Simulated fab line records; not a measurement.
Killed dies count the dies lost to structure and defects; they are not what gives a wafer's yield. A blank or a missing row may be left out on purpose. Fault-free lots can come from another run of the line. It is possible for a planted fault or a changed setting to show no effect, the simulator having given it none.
Which tool is to blame? || flow nandHarc || 6 lots, 18 wafers sampled, at 3 steps of a route of 1302

== WHAT THE GAUGES SHOWED, per wafer ==
NHARC_A_ONON_D2_THK_MEAS_34: measures by ellipsometry.
{"lot": "L829", "measured": "day 13 09:12", "on": "filmMetro-02", "thkNm (nm)": "198 200 201"}
{"lot": "L834", "measured": "day 16 14:21", "on": "filmMetro-01", "thkNm (nm)": "200 202 199"}
{"lot": "L843", "measured": "day 19 13:05", "on": "filmMetro-02", "thkNm (nm)": "197 201 196"}
{"lot": "L845", "measured": "day 20 02:46", "on": "filmMetro-02", "thkNm (nm)": "199 195 200"}
{"lot": "L848", "measured": "day 21 23:21", "on": "filmMetro-02", "thkNm (nm)": "203 197 203"}
{"lot": "L849", "measured": "day 22 12:25", "on": "filmMetro-02", "thkNm (nm)": "195 201 199"}

== TOOL THAT RAN EACH LOT (tool first, then ch and the chambers of the sampled wafers, then the start) ==
{"lot": "L829", "NHARC_A_CHANNEL_FILL_D1_ETCHBACK_20": "rieDiel-05 ch 1,3, day 10 10:15", "NHARC_A_ONON_D2_DEP_33": "pecvd-04 ch 0,1,2, day 13 08:53"}
{"lot": "L834", "NHARC_A_CHANNEL_FILL_D1_ETCHBACK_20": "rieDiel-09 ch 1,3, day 13 03:49", "NHARC_A_ONON_D2_DEP_33": "pecvd-01 ch 0,1,2, day 16 13:59"}
{"lot": "L843", "NHARC_A_CHANNEL_FILL_D1_ETCHBACK_20": "rieDiel-01 ch 0,2,3, day 16 11:01", "NHARC_A_ONON_D2_DEP_33": "pecvd-04 ch 0,1,2, day 19 12:38"}
{"lot": "L845", "NHARC_A_CHANNEL_FILL_D1_ETCHBACK_20": "rieDiel-05 ch 0,2,3, day 17 04:47", "NHARC_A_ONON_D2_DEP_33": "pecvd-01 ch 0,1, day 20 02:21"}
{"lot": "L848", "NHARC_A_CHANNEL_FILL_D1_ETCHBACK_20": "rieDiel-05 ch 0,3, day 18 20:47", "NHARC_A_ONON_D2_DEP_33": "pecvd-04 ch 0,1, day 21 22:56"}
{"lot": "L849", "NHARC_A_CHANNEL_FILL_D1_ETCHBACK_20": "rieDiel-01 ch 0,2, day 19 12:18", "NHARC_A_ONON_D2_DEP_33": "pecvd-04 ch 0,1, day 22 12:02"}
- NHARC_A_CHANNEL_FILL_D1_ETCHBACK_20: etches the open film in C4F8/O2/Ar, target depth 27 nm, time 13.5 s.
- NHARC_A_ONON_D2_DEP_33: deposits SiO2, target thk 200 nm.

== THE ANSWER, worked out from the rows above alone ==
Rule: the usual values come from the lots themselves. The widest of any qualifying gaps counts: lots, ordered by their means at a reading, are off when they make up no more than a third of the lots, leave a main group of 4 or more, and stand apart from it by 3 or more times the standard deviation of that group's means. If all means in a main group match to the digits the tables above print for the reading, that group is not used. A lot without any number at a reading at which 4 lots or more have one is off too. Where the step has rows for the other lots, those lots are counted as sound.
Across all readings shown, no lot is off: no conclusion can be drawn from this.

== WHAT THE SIMULATOR HAD INSERTED ==
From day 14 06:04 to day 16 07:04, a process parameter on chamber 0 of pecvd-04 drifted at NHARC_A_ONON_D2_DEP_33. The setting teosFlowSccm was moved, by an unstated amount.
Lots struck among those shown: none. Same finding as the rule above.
